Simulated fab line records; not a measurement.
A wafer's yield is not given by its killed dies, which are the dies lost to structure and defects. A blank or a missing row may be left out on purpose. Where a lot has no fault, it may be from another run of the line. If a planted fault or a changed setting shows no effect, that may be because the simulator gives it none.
fab line records	flow n5-finfet
record: lots: 24	wafers: 72	last-day: 17
route steps=1938 shown BEOL_M2@912 BEOL_M3@955
lots untouched by any fault: they come from a run of this same line in which no faults occurred
start-h: start of the lot's first displayed wafer, in hours after the record's first day	wait-h: hours from the lot's prior step to this one	" as in the row above	L1.1+2: a single row standing in for several wafers	- value missing, or start not given	* or withheld: withheld	< > ~ a bound
route shown NAME@n: NAME is a module with steps in the file, n the number in the route of the first one	usual: the fault-free wafers' mean and standard deviation	same: alike in all rows	chamber/n: place in a boat	sites: the reading at each site	_std_site: standard deviation across them	_edge_site: mean of outer sites minus mean of inner sites	radius-mm: how far each site lies from the wafer's centre	mask NAME#n: copy n	behind: the most recent tool/chamber to have shaped the wafer	hold: why the lot was held/for how many hours/how that ended	device: which transistor (n, p or np) failed to switch	end of line: the tests these same wafers got at the end of their route	a step given without rows: its recipe and nothing more	killed: dies lost to structure and defects at the first sort, not the wafer's yield	map: dies across one wafer; x = killed, . = not, _ = none there
set.NAME: setting as actually run; set.NAME@STEP: the setting as run at that earlier step	model.NAME: the simulator's own value behind a step, which no gauge read
one table for each step of the route and one row for each wafer, over a sample of lots
services: the hour from which a tool's chamber was out of use, counted from the record's first day as start-h (under 0 if before that day), plus the number of hours and why
== steps ==
step: N5_BEOL_M2_SPUTTER_88
recipe: material: Cu	target-thk-a: 45	temp-c: -20	chamber-pressure-pa: 0.07	power-w: withheld	time-s: 8.29
usual: throttle-valve-pct: 30.2/1.1
lot.wafer	tool	chamber	start-h	wait-h	throttle-valve-pct
L074.1	pvd-sputter-03	-	138.56	0.1	28.3
L074.3	"	-	"	"	30.1
L074.6	"	-	"	"	30.3
L076.1	pvd-sputter-02	-	150.35	0.1	29.0
L076.4	"	-	"	"	31.6
L076.6	"	-	"	"	31.3
L075.1	pvd-sputter-03	-	152.05	0.1	28.4
L075.3	"	-	"	"	30.3
L075.6	"	-	"	"	28.4
L077.2	pvd-sputter-01	-	169.43	0.1	29.6
L077.3	"	-	"	"	31.1
L077.5	"	-	"	"	29.5
L079.2	pvd-sputter-02	-	176.80	0.1	30.2
L079.4	"	-	"	"	28.9
L079.6	"	-	"	"	30.6
L078.1	pvd-sputter-03	-	177.89	0.1	28.3
L078.2	"	-	"	"	29.3
L078.5	"	-	"	"	28.3
L080.1	pvd-sputter-01	-	181.99	0.1	30.9
L080.4	"	-	"	"	31.5
L080.5	"	-	"	"	29.6
L081.3	pvd-sputter-01	-	184.39	0.1	29.4
L081.5	"	-	"	"	31.5
L081.6	"	-	"	"	29.4
L082.1	pvd-sputter-03	-	184.83	0.1	29.3
L082.2	"	-	"	"	28.6
L082.5	"	-	"	"	30.4
L083.2	pvd-sputter-02	-	188.66	0.1	28.8
L083.3	"	-	"	"	31.4
L083.4	"	-	"	"	30.2
L084.1	pvd-sputter-01	-	191.80	0.1	31.5
L084.2	"	-	"	"	31.1
L084.3	"	-	"	"	30.8
L085.1	pvd-sputter-01	-	205.05	0.1	31.1
L085.2	"	-	"	"	31.0
L085.3	"	-	"	"	31.5
L086.1	pvd-sputter-01	-	217.89	0.1	31.2
L086.2	"	-	"	"	31.3
L086.4	"	-	"	"	31.4
L087.1	pvd-sputter-03	-	222.78	0.1	28.4
L087.5	"	-	"	"	28.6
L087.6	"	-	"	"	28.9
L088.2	pvd-sputter-02	-	226.05	0.1	30.1
L088.3	"	-	"	"	29.9
L088.5	"	-	"	"	28.9
L089.2	pvd-sputter-02	-	234.16	0.1	31.7
L089.5	"	-	"	"	31.6
L089.6	"	-	"	"	30.0
L090.1	pvd-sputter-03	-	236.37	0.1	28.3
L090.3	"	-	"	"	30.2
L090.4	"	-	"	"	31.7
L091.1	pvd-sputter-02	-	237.04	0.1	31.2
L091.2	"	-	"	"	30.3
L091.6	"	-	"	"	30.4
L092.1	pvd-sputter-03	-	249.28	0.1	29.3
L092.2	"	-	"	"	28.4
L092.4	"	-	"	"	30.5
L093.2	pvd-sputter-02	-	253.32	0.1	29.8
L093.5	"	-	"	"	31.5
L093.6	"	-	"	"	29.6
L094.3	pvd-sputter-01	-	262.37	0.1	31.5
L094.4	"	-	"	"	29.7
L094.5	"	-	"	"	30.9
L095.1	pvd-sputter-01	-	264.85	0.1	31.7
L095.2	"	-	"	"	29.4
L095.6	"	-	"	"	31.0
L096.1	pvd-sputter-03	-	266.62	0.1	31.4
L096.2	"	-	"	"	29.1
L096.5	"	-	"	"	28.4
L097.1	pvd-sputter-02	-	279.85	0.1	30.0
L097.2	"	-	"	"	31.7
L097.5	"	-	"	"	29.1
step: N5_BEOL_M2_SPUTTER_90
recipe: material: Cu	target-thk-a: 45	temp-c: -20	chamber-pressure-pa: 0.07	power-w: withheld	time-s: 8.29
usual: throttle-valve-pct: 30.2/1.1
lot.wafer	tool	chamber	start-h	wait-h	throttle-valve-pct
L074.1	pvd-sputter-03	-	138.78	0.1	28.4
L074.3	"	-	"	"	30.3
L074.6	"	-	"	"	30.2
L076.1	pvd-sputter-02	-	150.57	0.1	29.0
L076.4	"	-	"	"	31.6
L076.6	"	-	"	"	31.5
L075.1	pvd-sputter-03	-	152.27	0.1	28.5
L075.3	"	-	"	"	30.1
L075.6	"	-	"	"	28.5
L077.2	pvd-sputter-01	-	169.65	0.1	29.3
L077.3	"	-	"	"	31.0
L077.5	"	-	"	"	29.7
L079.2	pvd-sputter-02	-	177.02	0.1	30.3
L079.4	"	-	"	"	28.9
L079.6	"	-	"	"	30.2
L078.1	pvd-sputter-03	-	178.11	0.1	28.2
L078.2	"	-	"	"	29.3
L078.5	"	-	"	"	28.5
L080.1	pvd-sputter-01	-	182.21	0.1	30.7
L080.4	"	-	"	"	31.7
L080.5	"	-	"	"	29.6
L081.3	pvd-sputter-01	-	184.61	0.1	29.5
L081.5	"	-	"	"	31.8
L081.6	"	-	"	"	29.5
L082.1	pvd-sputter-03	-	185.05	0.1	29.4
L082.2	"	-	"	"	28.7
L082.5	"	-	"	"	30.0
L083.2	pvd-sputter-02	-	188.88	0.1	29.1
L083.3	"	-	"	"	31.8
L083.4	"	-	"	"	30.2
L084.1	pvd-sputter-01	-	192.02	0.1	31.3
L084.2	"	-	"	"	31.1
L084.3	"	-	"	"	30.9
L085.1	pvd-sputter-01	-	205.27	0.1	30.9
L085.2	"	-	"	"	31.0
L085.3	"	-	"	"	31.7
L086.1	pvd-sputter-01	-	219.79	0.1	31.0
L086.2	"	-	"	"	31.2
L086.4	"	-	"	"	31.4
L087.1	pvd-sputter-03	-	223.00	0.1	28.6
L087.5	"	-	"	"	28.6
L087.6	"	-	"	"	29.2
L088.2	pvd-sputter-02	-	226.27	0.1	30.1
L088.3	"	-	"	"	29.5
L088.5	"	-	"	"	28.9
L089.2	pvd-sputter-02	-	234.38	0.1	31.6
L089.5	"	-	"	"	31.4
L089.6	"	-	"	"	30.0
L090.1	pvd-sputter-03	-	236.59	0.1	28.5
L090.3	"	-	"	"	30.4
L090.4	"	-	"	"	31.9
L091.1	pvd-sputter-02	-	237.26	0.1	31.5
L091.2	"	-	"	"	30.4
L091.6	"	-	"	"	30.2
L092.1	pvd-sputter-03	-	249.50	0.1	29.4
L092.2	"	-	"	"	28.4
L092.4	"	-	"	"	30.1
L093.2	pvd-sputter-02	-	253.54	0.1	29.7
L093.5	"	-	"	"	31.7
L093.6	"	-	"	"	29.9
L094.3	pvd-sputter-01	-	262.59	0.1	31.5
L094.4	"	-	"	"	29.6
L094.5	"	-	"	"	31.2
L095.1	pvd-sputter-01	-	265.07	0.1	31.6
L095.2	"	-	"	"	29.3
L095.6	"	-	"	"	31.1
L096.1	pvd-sputter-03	-	269.02	2.3	31.8
L096.2	"	-	"	"	28.9
L096.5	"	-	"	"	28.3
L097.1	pvd-sputter-02	-	280.07	0.1	30.0
L097.2	"	-	"	"	31.7
L097.5	"	-	"	"	28.7
step: N5_BEOL_M3_STRIP_19
recipe: chemistry: O2	power-w: 400	temp-c: 40	pressure-mtorr: 30	rf-frequency-hz: 6e+07	bias-power-w: 0	overash-fraction: 0.2	o2-flow-sccm: 225
usual: chamber-pressure-mTorr: 30.000/0.025	drypump-motor-current-A: 5.4/0.41	oes-product-au: 0.81/0.11	rf-vpp-V: 3.7/0.46	showerhead-plenum-p-Torr: 2.12/0.072	temp-c: 40.00/0.13	throttle-valve-pct: 16.59/0.28
lot.wafer	tool	chamber	start-h	wait-h	chamber-pressure-mTorr	drypump-motor-current-A	oes-product-au	rf-hours-counter-h	rf-vpp-V	showerhead-plenum-p-Torr	temp-c	throttle-valve-pct
L074.1	rie-diel-01	3	142.86	0.1	30.008	5.7	0.72	180	3.6	2.16	40.14	16.59
L074.3	"	0	"	"	30.054	5.3	0.85	64	3.1	2.23	40.02	16.63
L074.6	"	0	"	"	30.026	5.3	0.85	-	4.2	2.23	40.09	16.64
L076.1	rie-diel-04	0	154.03	0.1	29.985	5.4	0.97	6	3.1	2.07	40.03	16.41
L076.4	"	2	"	"	29.981	4.7	0.94	13	3.4	2.22	40.21	16.34
L076.6	"	1	"	"	29.988	5.1	0.69	-	4.1	2.13	39.76	16.63
L075.1	rie-diel-04	0	155.89	0.2	29.962	5.4	0.97	7	3.2	2.07	39.98	16.42
L075.3	"	1	"	"	30.064	5.1	0.69	241	3.0	2.13	39.94	16.62
L075.6	"	2	"	"	29.953	4.8	0.93	-	4.7	2.22	40.14	16.35
L077.2	rie-diel-01	3	176.35	0.1	29.992	5.7	0.70	193	3.6	2.16	40.01	16.61
L077.3	"	2	"	"	29.983	5.4	0.71	178	3.5	2.09	39.99	16.85
L077.5	"	3	"	"	29.947	5.7	0.70	-	3.1	2.16	40.08	16.62
L079.2	rie-diel-02	2	180.58	0.3	29.967	5.1	0.72	206	3.5	2.08	39.92	16.58
L079.4	"	1	"	"	29.969	5.6	0.75	159	3.9	2.18	40.00	16.81
L079.6	"	0	"	"	29.974	6.5	0.68	-	3.7	2.14	40.25	16.51
L078.1	rie-diel-01	2	183.09	0.1	29.971	5.5	0.70	179	3.7	2.09	40.17	16.86
L078.2	"	0	"	"	30.059	5.4	0.82	79	3.2	2.22	39.80	16.65
L078.5	"	3	"	"	29.969	5.7	0.70	-	3.3	2.16	40.04	16.61
L080.1	rie-diel-02	3	186.78	0.1	30.014	4.9	0.87	43	3.9	2.04	40.04	16.61
L080.4	"	2	"	"	29.992	5.1	0.72	-	3.7	2.08	40.01	16.59
L080.5	"	1	"	"	30.013	5.6	0.75	-	3.5	2.18	39.94	16.78
L081.3	rie-diel-04	3	188.90	0.1	30.029	5.9	0.70	216	3.2	1.99	40.14	17.11
L081.5	"	2	"	"	30.042	4.7	0.90	-	4.2	2.22	40.28	16.39
L081.6	"	3	"	"	29.994	5.9	0.70	-	3.8	1.99	39.91	17.10
L082.1	rie-diel-01	2	189.17	0.2	29.977	5.4	0.71	181	3.9	2.09	40.16	16.86
L082.2	"	3	"	"	29.980	5.7	0.70	196	3.5	2.16	40.02	16.61
L082.5	"	2	"	"	29.998	5.4	0.71	-	3.7	2.09	39.92	16.87
L083.2	rie-diel-01	3	193.03	0.1	29.981	5.7	0.70	199	3.3	2.16	39.72	16.61
L083.3	"	0	"	"	30.004	5.3	0.82	83	2.8	2.22	40.01	16.65
L083.4	"	2	"	"	30.007	5.4	0.71	183	3.4	2.09	39.96	16.86
L084.1	rie-diel-04	2	196.12	0.1	30.003	4.7	0.90	29	3.2	2.22	40.07	16.39
L084.2	"	1	"	"	29.953	5.1	1.03	0	3.9	2.13	39.92	16.16
L084.3	"	0	"	"	30.042	5.4	0.92	21	3.7	2.06	40.19	16.47
L085.1	rie-diel-01	3	210.46	0.1	29.995	5.7	0.69	203	3.9	2.15	40.07	16.64
L085.2	"	0	"	"	29.978	5.3	0.81	87	3.4	2.22	39.91	16.66
L085.3	"	2	"	"	30.013	5.4	0.70	188	3.1	2.09	40.00	16.86
L086.1	rie-diel-04	1	222.98	0.2	30.046	5.1	0.97	8	3.5	2.13	39.96	16.17
L086.2	"	0	"	"	29.985	5.4	0.90	29	4.4	2.06	39.93	16.47
L086.4	"	3	"	"	29.996	5.9	0.69	228	4.4	1.99	39.80	17.11
L087.1	rie-diel-02	1	227.58	0.1	30.017	5.6	0.73	175	3.8	2.17	40.03	16.82
L087.5	"	3	"	"	30.053	4.9	0.85	-	4.4	2.03	39.86	16.63
L087.6	"	2	"	"	29.966	5.1	0.70	-	4.3	2.08	40.08	16.60
L088.2	rie-diel-01	2	230.00	0.1	29.982	5.5	0.70	193	4.6	2.08	39.96	16.90
L088.3	"	3	"	"	29.983	5.7	0.70	209	4.9	2.15	39.85	16.63
L088.5	"	1	"	"	29.994	6.0	0.95	-	3.4	2.06	40.14	16.14
L089.2	rie-diel-02	1	239.10	0.1	30.024	5.6	0.74	178	3.4	2.17	40.16	16.83
L089.5	"	1	"	"	29.975	5.6	0.73	-	3.7	2.17	40.12	16.83
L089.6	"	2	"	"	29.980	5.1	0.71	-	3.9	2.07	39.85	16.63
L090.1	rie-diel-04	3	239.63	0.1	29.993	5.9	0.68	234	3.7	1.99	39.97	17.12
L090.3	"	0	"	"	29.979	5.4	0.90	34	3.2	2.06	39.85	16.49
L090.4	"	2	"	"	29.989	4.8	0.88	43	3.7	2.21	39.91	16.39
L091.1	rie-diel-04	0	240.32	0.1	30.008	5.4	0.91	35	3.9	2.06	39.88	16.47
L091.2	"	1	"	"	29.994	5.1	0.97	13	2.9	2.13	39.96	16.17
L091.6	"	1	"	"	30.048	5.1	0.97	-	2.7	2.13	39.95	16.18
L092.1	rie-diel-04	2	252.57	0.1	30.009	4.7	0.86	45	3.6	2.21	39.83	16.41
L092.2	"	3	"	"	30.026	5.9	0.69	237	3.1	1.99	40.11	17.13
L092.4	"	1	"	"	30.016	5.1	0.94	17	3.9	2.13	39.70	16.20
L093.2	rie-diel-01	1	258.92	0.1	29.976	6.0	0.94	24	3.8	2.05	40.10	16.17
L093.5	"	3	"	"	29.971	5.7	0.68	-	4.0	2.15	39.85	16.66
L093.6	"	0	"	"	30.023	5.3	0.80	-	3.6	2.21	40.12	16.71
L094.3	rie-diel-04	2	267.29	0.1	30.005	4.7	0.86	50	3.8	2.21	40.03	16.42
L094.4	"	1	"	"	30.026	5.1	0.94	21	3.7	2.12	39.95	16.20
L094.5	"	3	"	"	29.977	5.9	0.68	-	4.3	1.99	40.09	17.14
L095.1	rie-diel-01	2	268.99	0.1	30.015	5.4	0.69	205	3.4	2.08	40.01	16.89
L095.2	"	1	"	"	30.023	6.0	0.93	26	4.0	2.05	40.04	16.16
L095.6	"	2	"	"	30.006	5.5	0.68	-	3.7	2.08	39.96	16.90
L096.1	rie-diel-04	2	273.84	0.1	29.956	4.7	0.86	52	3.9	2.21	40.02	16.42
L096.2	"	0	"	"	30.033	5.4	0.88	43	3.4	2.05	40.07	16.50
L096.5	"	3	"	"	29.974	5.9	0.67	-	3.9	1.99	39.90	17.15
L097.1	rie-diel-01	0	283.76	0.1	30.026	5.3	0.80	109	4.1	2.21	40.18	16.70
L097.2	"	1	"	"	30.012	6.0	0.91	31	4.2	2.05	40.18	16.16
L097.5	"	2	"	"	30.015	5.4	0.68	-	4.4	2.08	40.07	16.90
step: N5_BEOL_M3_DESCUM_33
recipe: chemistry: O2	time-s: 7	source-power-w: 50	bias-power-w: 20	pressure-mtorr: 20	rf-frequency-hz: 2.712e+07	temp-c: 40	resist: CAR-EUV	o2-flow-sccm: 225
usual: chamber-pressure-mTorr: 20.002/0.018	drypump-motor-current-A: 5.5/0.48	oes-product-au: 0.81/0.11	rf-vpp-V: 243.4/1.4	showerhead-plenum-p-Torr: 2.11/0.067	temp-c: 40.01/0.1	throttle-valve-pct: 20.31/0.28
lot.wafer	tool	chamber	start-h	wait-h	chamber-pressure-mTorr	drypump-motor-current-A	oes-product-au	rf-hours-counter-h	rf-vpp-V	showerhead-plenum-p-Torr	temp-c	throttle-valve-pct
L074.1	rie-diel-04	3	143.51	0.0	19.995	6.0	0.71	202	241.2	2.00	40.03	20.81
L074.3	"	0	"	"	20.025	5.4	0.99	3	241.4	2.06	39.81	20.24
L074.6	"	0	"	"	20.035	5.4	0.99	-	240.6	2.06	40.01	20.24
L076.1	rie-diel-01	2	154.69	0.0	20.030	5.4	0.72	169	242.1	2.09	40.04	20.55
L076.4	"	0	"	"	20.006	5.3	0.85	-	246.9	2.22	40.21	20.41
L076.6	"	2	"	"	20.013	5.4	0.72	-	240.9	2.09	39.84	20.55
L075.1	rie-diel-01	3	156.80	0.4	19.973	5.7	0.71	185	243.8	2.16	39.83	20.31
L075.3	"	0	"	"	20.027	5.3	0.84	69	243.9	2.22	40.20	20.42
L075.6	"	2	"	"	19.984	5.4	0.71	-	242.5	2.09	39.89	20.54
L077.2	rie-diel-01	3	176.86	0.0	20.026	5.7	0.70	193	243.8	2.15	39.94	20.30
L077.3	"	1	"	"	20.016	5.9	1.01	2	243.0	2.06	40.07	19.85
L077.5	"	1	"	"	20.017	6.0	1.00	-	243.7	2.06	40.02	19.86
L079.2	rie-diel-02	2	181.09	0.0	20.027	5.1	0.73	206	243.0	2.08	39.86	20.32
L079.4	"	3	"	"	19.990	5.0	0.87	41	242.3	2.04	39.99	20.37
L079.6	"	0	"	"	19.995	6.5	0.69	-	244.6	2.13	40.05	20.24
L078.1	rie-diel-02	0	183.60	0.0	19.988	6.5	0.68	249	244.4	2.13	40.17	20.23
L078.2	"	3	"	"	20.017	5.0	0.87	42	243.1	2.04	40.18	20.38
L078.5	"	2	"	"	19.986	5.1	0.72	-	243.4	2.08	40.01	20.31
L080.1	rie-diel-04	2	187.42	0.0	20.017	4.7	0.90	25	245.1	2.21	40.06	20.16
L080.4	"	2	"	"	19.977	4.7	0.90	-	244.7	2.21	40.12	20.14
L080.5	"	0	"	"	19.986	5.4	0.93	-	242.1	2.06	40.02	20.28
L081.3	rie-diel-04	2	189.55	0.0	20.010	4.7	0.91	26	245.5	2.21	40.05	20.16
L081.5	"	2	"	"	20.012	4.7	0.89	-	244.8	2.21	40.11	20.14
L081.6	"	0	"	"	19.976	5.3	0.93	-	241.5	2.06	39.94	20.26
L082.1	rie-diel-01	0	189.88	0.1	20.002	5.3	0.82	81	244.0	2.22	40.08	20.44
L082.2	"	2	"	"	20.031	5.4	0.70	182	242.4	2.08	40.09	20.58
L082.5	"	0	"	"	20.018	5.3	0.82	-	245.8	2.22	39.89	20.44
L083.2	rie-diel-01	0	193.54	0.0	19.988	5.3	0.82	83	243.5	2.22	39.85	20.44
L083.3	"	3	"	"	20.002	5.7	0.70	199	243.4	2.15	39.93	20.32
L083.4	"	1	"	"	19.988	6.0	0.98	5	244.4	2.06	39.90	19.87
L084.1	rie-diel-01	0	196.76	0.0	19.986	5.3	0.83	84	245.6	2.21	39.99	20.45
L084.2	"	1	"	"	20.021	5.9	0.99	6	242.3	2.06	39.76	19.85
L084.3	"	3	"	"	20.036	5.7	0.70	200	244.4	2.15	39.95	20.32
L085.1	rie-diel-02	2	210.98	0.0	20.013	5.1	0.71	216	242.1	2.07	40.01	20.34
L085.2	"	1	"	"	19.977	5.6	0.75	169	245.4	2.17	40.12	20.55
L085.3	"	3	"	"	19.988	5.0	0.86	52	242.4	2.03	40.04	20.38
L086.1	rie-diel-02	2	223.73	0.1	20.034	5.1	0.71	220	241.8	2.07	40.09	20.33
L086.2	"	3	"	"	19.987	5.0	0.84	56	243.0	2.03	40.06	20.38
L086.4	"	0	"	"	19.995	6.6	0.94	7	242.6	2.13	40.11	19.77
L087.1	rie-diel-04	1	228.21	0.0	19.998	5.1	0.97	10	244.2	2.12	40.04	19.92
L087.5	"	2	"	"	20.014	4.7	0.89	-	244.3	2.21	39.97	20.16
L087.6	"	1	"	"	20.018	5.1	0.98	-	243.6	2.12	40.08	19.92
L088.2	rie-diel-01	0	230.63	0.0	20.010	5.3	0.82	93	244.5	2.21	40.01	20.46
L088.3	"	2	"	"	20.029	5.4	0.70	193	243.9	2.08	40.14	20.58
L088.5	"	1	"	"	19.966	6.0	0.95	-	243.1	2.05	40.14	19.88
L089.2	rie-diel-02	3	239.82	0.0	19.992	4.9	0.84	61	241.3	2.03	40.19	20.38
L089.5	"	0	"	"	20.037	6.5	0.94	-	245.0	2.13	39.87	19.77
L089.6	"	1	"	"	19.992	5.6	0.74	-	244.0	2.17	40.10	20.57
L090.1	rie-diel-04	3	240.14	0.0	20.009	5.9	0.68	234	239.9	1.98	39.98	20.87
L090.3	"	2	"	"	20.009	4.7	0.88	43	245.4	2.21	40.04	20.17
L090.4	"	0	"	"	20.017	5.4	0.89	35	242.5	2.05	39.94	20.27
L091.1	rie-diel-01	3	240.83	0.0	20.009	5.7	0.69	212	243.7	2.15	39.92	20.34
L091.2	"	2	"	"	19.993	5.4	0.70	196	241.8	2.08	40.03	20.60
L091.6	"	2	"	"	20.007	5.4	0.70	-	243.5	2.08	40.22	20.59
L092.1	rie-diel-04	3	253.08	0.0	19.962	5.9	0.68	237	241.9	1.98	40.06	20.89
L092.2	"	1	"	"	20.012	5.1	0.95	17	245.1	2.12	40.04	19.94
L092.4	"	0	"	"	19.990	5.4	0.89	38	243.1	2.05	40.07	20.28
L093.2	rie-diel-04	2	259.55	0.0	19.989	4.7	0.86	48	245.2	2.20	40.09	20.18
L093.5	"	1	"	"	20.035	5.1	0.94	-	244.5	2.12	40.00	19.95
L093.6	"	0	"	"	20.010	5.4	0.90	-	242.8	2.05	40.16	20.28
L094.3	rie-diel-02	3	267.81	0.0	20.004	5.0	0.83	70	241.5	2.03	40.03	20.42
L094.4	"	3	"	"	19.994	4.9	0.83	-	241.5	2.03	40.02	20.42
L094.5	"	0	"	"	19.996	6.5	0.91	-	244.1	2.13	39.90	19.78
L095.1	rie-diel-02	0	270.13	0.7	19.994	6.5	0.92	17	243.0	2.13	40.12	19.79
L095.2	"	3	"	"	20.015	5.0	0.83	71	243.0	2.03	39.93	20.43
L095.6	"	0	"	"	19.999	6.5	0.91	-	244.7	2.13	39.94	19.77
L096.1	rie-diel-02	2	274.47	0.0	20.014	5.1	0.70	238	241.5	2.07	40.04	20.37
L096.2	"	3	"	"	20.011	5.0	0.82	72	241.9	2.03	39.86	20.41
L096.5	"	3	"	"	19.971	5.0	0.83	-	243.3	2.03	39.78	20.42
L097.1	rie-diel-01	2	284.40	0.0	20.004	5.4	0.69	210	242.9	2.07	40.08	20.61
L097.2	"	3	"	"	19.964	5.7	0.68	225	244.3	2.14	40.03	20.34
L097.5	"	3	"	"	19.985	5.7	0.68	-	243.4	2.14	39.86	20.36
step: N5_BEOL_M3_DEGAS_44
recipe: ambient: vacuum	temp-c: 250	time-s: 60
usual: heater-power-w: 377/46
lot.wafer	tool	chamber	start-h	wait-h	heater-power-w
L074.1	pvd-sputter-02	-	144.99	0.6	361
L074.3	"	-	"	"	367
L074.6	"	-	"	"	358
L076.1	pvd-sputter-01	-	156.21	0.0	360
L076.4	"	-	"	"	329
L076.6	"	-	"	"	406
L075.1	pvd-sputter-01	-	158.25	0.3	422
L075.3	"	-	"	"	399
L075.6	"	-	"	"	430
L077.2	pvd-sputter-01	-	180.27	0.4	409
L077.3	"	-	"	"	339
L077.5	"	-	"	"	341
L079.2	pvd-sputter-02	-	185.42	2.0	453
L079.4	"	-	"	"	365
L079.6	"	-	"	"	310
L078.1	pvd-sputter-01	-	185.93	0.2	349
L078.2	"	-	"	"	353
L078.5	"	-	"	"	413
L080.1	pvd-sputter-01	-	188.92	0.0	342
L080.4	"	-	"	"	335
L080.5	"	-	"	"	426
L081.3	pvd-sputter-03	-	191.52	1.2	380
L081.5	"	-	"	"	311
L081.6	"	-	"	"	379
L082.1	pvd-sputter-02	-	192.34	0.4	357
L082.2	"	-	"	"	373
L082.5	"	-	"	"	306
L083.2	pvd-sputter-02	-	195.40	0.6	366
L083.3	"	-	"	"	462
L083.4	"	-	"	"	363
L084.1	pvd-sputter-02	-	198.48	0.4	356
L084.2	"	-	"	"	453
L084.3	"	-	"	"	304
L085.1	pvd-sputter-03	-	218.40	0.8	374
L085.2	"	-	"	"	396
L085.3	"	-	"	"	275
L086.1	pvd-sputter-01	-	229.10	0.4	342
L086.2	"	-	"	"	414
L086.4	"	-	"	"	362
L087.1	pvd-sputter-01	-	232.28	0.2	360
L087.5	"	-	"	"	407
L087.6	"	-	"	"	416
L088.2	pvd-sputter-01	-	232.36	0.2	351
L088.3	"	-	"	"	410
L088.5	"	-	"	"	338
L089.2	pvd-sputter-02	-	243.27	1.2	463
L089.5	"	-	"	"	366
L089.6	"	-	"	"	453
L090.1	pvd-sputter-01	-	243.69	0.2	417
L090.3	"	-	"	"	332
L090.4	"	-	"	"	412
L091.1	pvd-sputter-01	-	243.77	0.1	345
L091.2	"	-	"	"	360
L091.6	"	-	"	"	397
L092.1	pvd-sputter-02	-	254.72	0.3	363
L092.2	"	-	"	"	357
L092.4	"	-	"	"	315
L093.2	pvd-sputter-02	-	260.91	0.3	448
L093.5	"	-	"	"	454
L093.6	"	-	"	"	371
L094.3	pvd-sputter-02	-	270.03	0.2	455
L094.4	"	-	"	"	314
L094.5	"	-	"	"	363
L095.1	pvd-sputter-01	-	278.20	0.3	343
L095.2	"	-	"	"	356
L095.6	"	-	"	"	422
L096.1	pvd-sputter-01	-	283.40	0.5	344
L096.2	"	-	"	"	412
L096.5	"	-	"	"	338
L097.1	pvd-sputter-02	-	287.12	0.1	359
L097.2	"	-	"	"	456
L097.5	"	-	"	"	379
step: N5_BEOL_M3_PRE_CLEAN_45
recipe: gas: H2/He	time-s: 30	temp-c: 250
usual: heater-power-w: 377/47
lot.wafer	tool	chamber	start-h	wait-h	heater-power-w
L074.1	pvd-sputter-02	-	145.03	0.0	366
L074.3	"	-	"	"	351
L074.6	"	-	"	"	356
L076.1	pvd-sputter-01	-	156.25	0.0	363
L076.4	"	-	"	"	332
L076.6	"	-	"	"	407
L075.1	pvd-sputter-01	-	158.29	0.0	423
L075.3	"	-	"	"	409
L075.6	"	-	"	"	432
L077.2	pvd-sputter-01	-	180.31	0.0	401
L077.3	"	-	"	"	333
L077.5	"	-	"	"	336
L079.2	pvd-sputter-02	-	185.46	0.0	453
L079.4	"	-	"	"	373
L079.6	"	-	"	"	310
L078.1	pvd-sputter-01	-	185.97	0.0	362
L078.2	"	-	"	"	337
L078.5	"	-	"	"	408
L080.1	pvd-sputter-01	-	188.96	0.0	360
L080.4	"	-	"	"	333
L080.5	"	-	"	"	431
L081.3	pvd-sputter-03	-	191.56	0.0	373
L081.5	"	-	"	"	310
L081.6	"	-	"	"	381
L082.1	pvd-sputter-02	-	192.38	0.0	353
L082.2	"	-	"	"	371
L082.5	"	-	"	"	300
L083.2	pvd-sputter-02	-	195.44	0.0	379
L083.3	"	-	"	"	469
L083.4	"	-	"	"	369
L084.1	pvd-sputter-02	-	198.52	0.0	352
L084.2	"	-	"	"	459
L084.3	"	-	"	"	310
L085.1	pvd-sputter-03	-	218.44	0.0	376
L085.2	"	-	"	"	385
L085.3	"	-	"	"	277
L086.1	pvd-sputter-01	-	229.14	0.0	337
L086.2	"	-	"	"	394
L086.4	"	-	"	"	359
L087.1	pvd-sputter-01	-	232.32	0.0	358
L087.5	"	-	"	"	412
L087.6	"	-	"	"	422
L088.2	pvd-sputter-01	-	232.40	0.0	353
L088.3	"	-	"	"	409
L088.5	"	-	"	"	337
L089.2	pvd-sputter-02	-	243.31	0.0	451
L089.5	"	-	"	"	370
L089.6	"	-	"	"	452
L090.1	pvd-sputter-01	-	243.73	0.0	422
L090.3	"	-	"	"	347
L090.4	"	-	"	"	408
L091.1	pvd-sputter-01	-	243.81	0.0	335
L091.2	"	-	"	"	358
L091.6	"	-	"	"	408
L092.1	pvd-sputter-02	-	254.76	0.0	372
L092.2	"	-	"	"	366
L092.4	"	-	"	"	308
L093.2	pvd-sputter-02	-	260.95	0.0	449
L093.5	"	-	"	"	465
L093.6	"	-	"	"	367
L094.3	pvd-sputter-02	-	270.07	0.0	461
L094.4	"	-	"	"	305
L094.5	"	-	"	"	375
L095.1	pvd-sputter-01	-	278.24	0.0	337
L095.2	"	-	"	"	351
L095.6	"	-	"	"	417
L096.1	pvd-sputter-01	-	283.44	0.0	352
L096.2	"	-	"	"	413
L096.5	"	-	"	"	343
L097.1	pvd-sputter-02	-	287.16	0.0	349
L097.2	"	-	"	"	460
L097.5	"	-	"	"	359
== services ==
tool	chamber	start-h	hours	kind
rie-diel-04	0	116.36	-	clean
rie-diel-04	0	116.36	-	consumable-replace:focus-ring
rie-diel-04	0	116.36	15.9	scheduled-down
rie-diel-04	0	116.36	15.9	vent-cycle
rie-diel-01	1	151.64	-	clean
rie-diel-01	1	151.64	-	consumable-replace:focus-ring
rie-diel-01	1	151.64	17.7	scheduled-down
rie-diel-01	1	151.64	17.7	vent-cycle
rie-diel-04	1	178.16	-	clean
rie-diel-04	1	178.16	-	consumable-replace:focus-ring
rie-diel-04	1	178.16	17.2	scheduled-down
rie-diel-04	1	178.16	17.2	vent-cycle
rie-diel-02	0	185.57	-	clean
rie-diel-02	0	185.57	-	consumable-replace:focus-ring
rie-diel-02	0	185.57	15.5	scheduled-down
rie-diel-02	0	185.57	15.5	vent-cycle
rie-diel-01	1	187.31	5.4	repair
rie-diel-02	0	227.10	2.8	repair
rie-diel-02	1	264.14	12.0	repair
== key ==
fault none
